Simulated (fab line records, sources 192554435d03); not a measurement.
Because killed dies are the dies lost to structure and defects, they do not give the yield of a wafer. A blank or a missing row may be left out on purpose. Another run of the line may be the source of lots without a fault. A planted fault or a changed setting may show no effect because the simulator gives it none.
Chamber matching -- flow n5-finfet -- 4 sister chambers for N5_BEOL_M13_DESCUM_33 on rie-diel-01
The step chemistry O2, time 7.9 s. 8 wafers are shown with their chamber, then 10 later ones without.

EACH WAFER AND ITS CHAMBER
wafer,chamber,showerhead-plenum-p-Torr (Torr),drypump-motor-current-A (A)
L077.1,0,2.17,5.7
L077.5,2,2.04,5.0
L083.4,1,1.99,5.7
L083.5,0,2.17,5.8
L086.1,1,1.99,5.8
L086.6,3,2.02,4.7
L088.1,3,2.02,4.7
L088.4,2,2.03,4.9

WAFERS WITH NO CHAMBER GIVEN
wafer,showerhead-plenum-p-Torr (Torr),drypump-motor-current-A (A)
L088.5,2.01,4.7
L091.1,2.16,5.7
L091.2,2.03,4.9
L091.6,2.01,4.7
L093.3,2.16,5.7
L093.4,1.99,5.8
L093.6,2.03,4.9
L096.3,2.16,5.7
L096.4,2.02,5.0
L096.6,2.02,5.0

EACH ONE'S CHAMBER
wafer,from the rows above,in truth
L088.5,3,3
L091.1,0,0
L091.2,2,2
L091.6,3,3
L093.3,0,0
L093.4,1,1
L093.6,2,2
L096.3,0,0
L096.4,can't be placed: 2 or 3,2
L096.6,can't be placed: 2 or 3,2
Placed correctly: 8 of 10. Unplaceable from these rows: 2, with the true chamber sitting among the candidates in 2. Placed wrongly: 0.
How it was worked out, from the rows above alone: a wafer's distance from a chamber is the root of the sum, over the readings, of the square of ((its reading less the chamber's mean) divided by the reading's scatter). The wafer belongs to the nearest chamber; if the next one is less than 2 further off, it can't be placed. For every chamber, the mean is computed from those of its wafers that are shown. The scatter is the square root of a quotient: the sum, over the shown wafers, of each reading's squared deviation from its chamber's mean, divided by wafers minus chambers.
